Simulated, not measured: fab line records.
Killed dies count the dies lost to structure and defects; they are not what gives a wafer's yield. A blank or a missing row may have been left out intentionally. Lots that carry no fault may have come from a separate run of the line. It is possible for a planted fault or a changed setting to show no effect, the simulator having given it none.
The tool behind it: which one? / flow nand-harc / 12 lots, 36 wafers sampled, at 2 steps of a route of 1159

## WHAT EACH GAUGE READ, for each wafer
NHARC_A_CONTACT_INSPECT_10.
lot=L077; measured=day 17 05:53; on=defect-inspect-02; raw-defect-count=7 6 7
lot=L078; measured=day 17 20:39; on=defect-inspect-02; raw-defect-count=49 35 51
lot=L079; measured=day 18 14:20; on=defect-inspect-02; raw-defect-count=19 21 28
lot=L081; measured=day 18 19:32; on=defect-inspect-01; raw-defect-count=6 5 7
lot=L083; measured=day 19 04:02; on=defect-inspect-01; raw-defect-count=39 25 22
lot=L085; measured=day 19 15:13; on=defect-inspect-02; raw-defect-count=15 12 15
lot=L086; measured=day 20 01:55; on=defect-inspect-02; raw-defect-count=33 28 27
lot=L088; measured=day 20 20:56; on=defect-inspect-02; raw-defect-count=59 55 52
lot=L089; measured=day 21 00:56; on=defect-inspect-02; raw-defect-count=32 35 32
lot=L092; measured=day 21 11:17; on=defect-inspect-02; raw-defect-count=69 58 36
lot=L096; measured=day 22 03:50; on=defect-inspect-02; raw-defect-count=30 43 36
lot=L095; measured=day 22 15:59; on=defect-inspect-02; raw-defect-count=19 12 18

## EACH LOT AND THE TOOL THAT RAN IT (in order: tool; ch and the chambers of the sampled wafers; start)
lot=L077; NHARC_A_CONTACT_DEP_84=acl-dep-03 ch 0, day 17 04:19
lot=L078; NHARC_A_CONTACT_DEP_84=acl-dep-02 ch 0, day 17 18:40
lot=L079; NHARC_A_CONTACT_DEP_84=acl-dep-02 ch 0, day 18 12:16
lot=L081; NHARC_A_CONTACT_DEP_84=acl-dep-03 ch 0, day 18 17:20
lot=L083; NHARC_A_CONTACT_DEP_84=acl-dep-02 ch 0, day 19 01:50
lot=L085; NHARC_A_CONTACT_DEP_84=acl-dep-03 ch 0, day 19 13:05
lot=L086; NHARC_A_CONTACT_DEP_84=acl-dep-03 ch 0, day 19 23:47
lot=L088; NHARC_A_CONTACT_DEP_84=acl-dep-03 ch 0, day 20 18:35
lot=L089; NHARC_A_CONTACT_DEP_84=acl-dep-02 ch 0, day 20 22:56
lot=L092; NHARC_A_CONTACT_DEP_84=acl-dep-01 ch 0, day 21 09:18
lot=L096; NHARC_A_CONTACT_DEP_84=acl-dep-03 ch 0, day 22 02:04
lot=L095; NHARC_A_CONTACT_DEP_84=acl-dep-01 ch 0, day 22 13:58
- NHARC_A_CONTACT_DEP_84: deposits aC, target thk 2000 nm.

## THE ANSWER, worked out from the rows above alone
Rule: usual is defined by the lots themselves. The widest of any qualifying gaps counts: lots, ordered by their means at a reading, are off when they make up no more than a third of the lots, leave a main group of 4 or more, and stand apart from it by 3 or more times the standard deviation of that group's means. A main group whose means are all the same, to the digits that the tables above print for the reading, isn't used. A lot without any number at a reading at which 4 lots or more have one is off too. The other lots that the step has rows for count as sound.
No lot is off on any of the readings shown, so nothing can be concluded from this.

## WHAT THE SIMULATOR PUT IN
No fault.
